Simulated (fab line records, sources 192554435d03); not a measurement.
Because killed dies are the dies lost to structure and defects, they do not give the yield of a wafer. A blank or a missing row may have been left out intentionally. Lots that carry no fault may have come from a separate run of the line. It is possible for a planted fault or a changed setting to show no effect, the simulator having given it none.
Lot-split experiment -- flow n5-finfet -- 7 lots, 21 wafers read, on a route of 1938 steps

THE SPLIT ITSELF
At N5_PASSIVATION_EXPOSE_07 (exposes mask TV, defocus 0 nm, target cd 3000 nm), the setting dose-mj was moved away from the recipe's 22.75 on 5 of the 21 wafers read, by -7.3% to +2.9%. The other wafers ran this setting at the recipe's value.

FROM THE SPLIT TO THE READING: what the file shows between them, 3 steps
- N5_PASSIVATION_PEB_08
- N5_PASSIVATION_DEVELOP_09: develop time 60 s
- N5_PASSIVATION_HARDBAKE_11: time 120 s

THE READING
cd-nm, in nm, at N5_PASSIVATION_CD_MEAS_10 (target cd 3000 nm). Fault-free wafers of this fab line usually give 2999.1 nm, standard deviation 2.2 nm.

wafer,"tool, chamber at the split",dose-mj as run,against the recipe,"cd-nm, nm",against lot-mates on the recipe
L074.3,"krf-scanner-02, 0",23.41,+2.9%,3003.3,+5.2
L074.4,"krf-scanner-02, 0",22.75,recipe,2998.1,-
L074.6,"krf-scanner-02, 0",23.41,+2.9%,3006.4,+8.3
L078.1,"krf-scanner-02, 0",21.09,-7.3%,2982.8,-17.9
L078.2,"krf-scanner-02, 0",22.75,recipe,3000.7,-
L078.4,"krf-scanner-02, 0",21.09,-7.3%,2984.6,-16.1
L083.4,"krf-scanner-01, 0",22.75,recipe,3001.4,-
L083.5,"krf-scanner-01, 0",22.75,recipe,2995.9,-
L083.6,"krf-scanner-01, 0",22.75,recipe,2999.1,-
L089.2,"krf-scanner-01, 0",22.75,recipe,2999.5,-
L089.3,"krf-scanner-01, 0",22.75,recipe,3001.1,-
L089.4,"krf-scanner-01, 0",22.75,recipe,2999.4,-
L087.2,"krf-scanner-02, 0",22.75,recipe,3001.3,-
L087.3,"krf-scanner-02, 0",22.75,recipe,2996.1,-
L087.6,"krf-scanner-02, 0",22.75,recipe,2998.2,-
L091.2,"krf-scanner-02, 0",22.75,recipe,2997.2,-
L091.3,"krf-scanner-02, 0",22.75,recipe,3001.9,-
L091.4,"krf-scanner-02, 0",22.75,recipe,3001.7,-
L096.1,"krf-scanner-02, 0",22.75,recipe,2998.4,-
L096.4,"krf-scanner-02, 0",22.75,recipe,3000.1,-
L096.6,"krf-scanner-02, 0",21.43,-5.8%,2981.5,-17.8

FIT RESULTS
A straight line over all 21 wafers: cd-nm changes by +2.3 nm for each +1% of dose-mj; r = +0.95; the points scatter about the line by 2.1 nm.
The same after taking each lot's own level away (the mean of its wafers on the recipe; 21 wafers): +2.48 nm for each +1%; r = +0.96; scatter 1.9 nm.
That fit puts the effect of the largest move of dose-mj on the reading at 18 nm.
From 2998.10 to 3000.70 nm: that is the span of the lots' own levels, equal to 1.2 times the standard deviation above.
Hence the lot-to-lot level has little effect on the slope; both slopes agree.
Check: with one of the wafers moved furthest among these (-7.3%) left out of the fit, the line predicts -18.3 nm for it against its lot-mates. It came out at -17.9 nm against them.

THE WHOLE CHAIN: every reading that the file lists as answering this split, in the file's order
step,what it does,reading,change (the file's fit),r (the file's)
N5_PASSIVATION_CD_MEAS_10,target cd 3000 nm,cd-nm,+2.59 nm for each +1% of the setting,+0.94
N5_PASSIVATION_DESCUM_12,"chemistry O2, time 7.9 s","TV_LITHO.cd-nm (the simulator's own value, which no gauge read)",+2.54 nm for each +1% of the setting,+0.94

THE FILE'S OWN FIT
cd-nm changes by +2.59 nm for each +1% of dose-mj, r = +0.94.
